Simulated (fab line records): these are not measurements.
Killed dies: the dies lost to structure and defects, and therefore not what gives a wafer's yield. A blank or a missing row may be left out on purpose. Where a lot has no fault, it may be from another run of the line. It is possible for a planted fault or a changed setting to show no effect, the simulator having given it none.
A lot that was struck, set against a sound lot    flow n5_finfet    35 steps out of a route of 1938
Sound: the wafers L584.2, L584.4, L584.6. Struck: wafer L586.3 (left out: L586.4, L586.5 of the same lot, which were not struck); the cause appears at the end.
Order at every step that has rows: each side's tool, ch and its chambers, its first start. Under that, the readings that differ: sound wafers    struck wafers    difference of the means    sigmas: that difference in standard deviations of wafers without a fault.
alike: a reading whose means differ by less than 2 such deviations, as well as words and numbers matching on both sides. not compared: withheld readings; readings where some wafer has no value; bounds like >300 that might hide an equal value; numbers whose values overlap and for which the record gives no deviation.
Wherever a step has rows on one side only, a row that says differs or no value, or a row with sigmas, the two part there. When numbers do not overlap yet have no deviation, they are printed without sigmas and do not part them. A reading that every wafer of one side lacks parts them only if that side has two wafers or more.

first, 12 steps without rows for these wafers: N5_SD_EPI_P_ETCH_37 (etches SOC in N2/H2, overetch 108 nm, time 486 s); N5_SD_EPI_P_STRIP_38 (strips in N2/H2); N5_SD_EPI_P_ETCHBACK_46 (etches SiNx in CH3F/O2, stops on SiO2, target depth 17.5 nm); N5_SD_EPI_P_ETCH_47 (etches SiOCN in CH3F/O2, target depth 25 nm); N5_SD_EPI_P_ETCH_16 (etches SiO2 in CHF3/O2, target depth 5 nm); N5_SD_EPI_P_STRIP_50 (strips in CHF3/O2); N5_SD_EPI_P_SD_RECESS_17 (chemistry HBr/Cl2/O2, target depth 39.1 nm, bt time 3 s); N5_SD_EPI_P_WET_ETCH_45 (etches SiO2 in dHF, time 10.7 s, target depth 2 nm, rinse time 30 s); N5_SD_EPI_P_STRIP_40 (strips in N2/H2); N5_SD_EPI_P_PRECLEAN_52 (cleans in O3/DIW, time 60 s); N5_SD_EPI_P_SRD_20 (time 30 s); N5_SD_EPI_P_PRECLEAN_51 (cleans in NF3:NH3, afs cycles 1, time 20 s, sublimation time 60 s).
N5_SD_EPI_P_VAPOR_ETCH_44: etches SiGe30 in NF3/Ar, time 3.3 s.
  sound on epi_rpcvd-01 ch 0, day 4 08:01; struck on epi_rpcvd-01 ch 0, day 4 21:17
then, 20 steps without rows for these wafers: N5_SD_EPI_P_EPI_21 (deposits SiGe:B, time 355 s); N5_SD_EPI_P_HM_STRIP_48 (strips SiNx in H3PO4, material SiNx, target depth 3 nm); N5_SD_EPI_P_SRD_49 (time 30 s); N5_SD_EPI_P_PRECLEAN_24 (cleans in O3/DIW, time 45 s); N5_SD_EPI_P_PRECLEAN_32 (cleans in dHF, time 10 s); N5_SD_EPI_P_PRECLEAN_33 (cleans in SC2, time 45 s); N5_SD_EPI_P_SRD_25 (time 30 s); N5_SD_ACTIVATION_RTA_00 (time 0 s); N5_SD_ACTIVATION_LSA_01 (time 0.0008 s); N5_ILD0_LINER_00 (material SiNx, target thk 4 nm, pulse time 1 s, purge time 2 s); N5_ILD0_FCVD_FILL_01 (material SiO2 flowable, target thk 200 nm, time 328.3 s); N5_ILD0_CURE_02 (time 1800 s); N5_ILD0_CMP_03 (polishes, stops on SiNx, t overpolish 1.9 s, target thk 197.38 nm); N5_ILD0_CMP_07 (polishes SiO2 flowable, stops on poly-Si, t overpolish 1.18 s, target thk 138.88 nm); N5_ILD0_PRECLEAN_10 (cleans in NF3:NH3, afs cycles 5, time 20 s, sublimation time 60 s); N5_ILD0_ALD_15 (deposits SiNx, target thk 24 nm, pulse time 1 s, ald cycles 480); N5_ILD0_CMP_12 (polishes SiNx, stops on poly-Si, t overpolish 6 s, target thk 17.67 nm); N5_SDB_HM_DEP_00 (deposits SiNx from SiH4/NH3/N2, target thk 40 nm, time 35.3 s); N5_SDB_COAT_03 (time 60 s, resist thk 100 nm); N5_SDB_COAT_04 (time 60 s, resist thk 18 nm).
-- the record jumps here: 5 days lie between the struck wafers' starts before and after (it left off in module SDB and takes up again in module BEOL_M4, whose first step shown is number 1111 of the route) --
N5_BEOL_M4_RC_MEAS_101:
  sound on prober-02 ch 0, day 8 20:59; struck on prober-01 ch 0, day 9 13:55
reading              sound                     struck    difference  sigmas
DIBL_N (mV/V)        35.4 32.3 32.6            38.0      +4.6        +2
DIBL_P (mV/V)        36.6 32.9 32.3            63.2      +29.3       +13
IOFF_P (nA/um)       0.22 0.18 0.17            2.73      +2.54       +62
IOFF_P_85C (nA/um)   3.9 3.2 3.1               30.9      +27.5       +47
IOFF_P_LIN (nA/um)   0.102 0.088 0.083         0.721     +0.630      +42
IOFF_P_LONG (nA/um)  0.000101 0.000109 0.0001  0.000135  +0.000032   +3
ION_P (uA/um)        466 457 453               562       +103        +12
REXT_P (ohm.um)      99.7 99.0 102.0           80.8      -19.4       -7
SS_P (mV/dec)        74.3 72.6 72.5            79.0      +5.9        +10
VT_P (mV)            -251 -251 -251            -209      +42         +12
VT_P_LVT (mV)        -100 -101 -102            -56       +45         +13
  alike: IOFF_N, ION_N, SS_N, VT_N
-- record jumps: 4 days separate the struck wafers' starts on either side; left off in module BEOL_M4, taken up again in module PASSIVATION, whose first shown step is the route's number 1936 --
N5_PASSIVATION_PROBE_49:
  struck on prober-01, day 14 00:31; sound on prober-02, day 13 03:35
reading                 sound           struck  difference  sigmas
sort_bin_4_leakage (%)  0 0 0           89.58   +89.58      +99 or more
sort_bin_6_memory (%)   3.1 2.8 2.5     4.2     +1.4        +2
sort_n_pass             1068 1091 1089  0       -1083       -64
sort_yield_pct (%)      90.5 92.5 92.3  0       -92         -66
  alike: defect_limited_yield, killed_at_M0_to_M3, killed_at_M4_up, killed_at_contacts, killed_at_front_end, killed_at_other, killed_dies, killed_open, killed_short, sort_bin_5_function

== WHERE THEY PART ==
At N5_BEOL_M4_RC_MEAS_101 first; at N5_PASSIVATION_PROBE_49 last (within this record only).

WHY: what had been put in by the simulator
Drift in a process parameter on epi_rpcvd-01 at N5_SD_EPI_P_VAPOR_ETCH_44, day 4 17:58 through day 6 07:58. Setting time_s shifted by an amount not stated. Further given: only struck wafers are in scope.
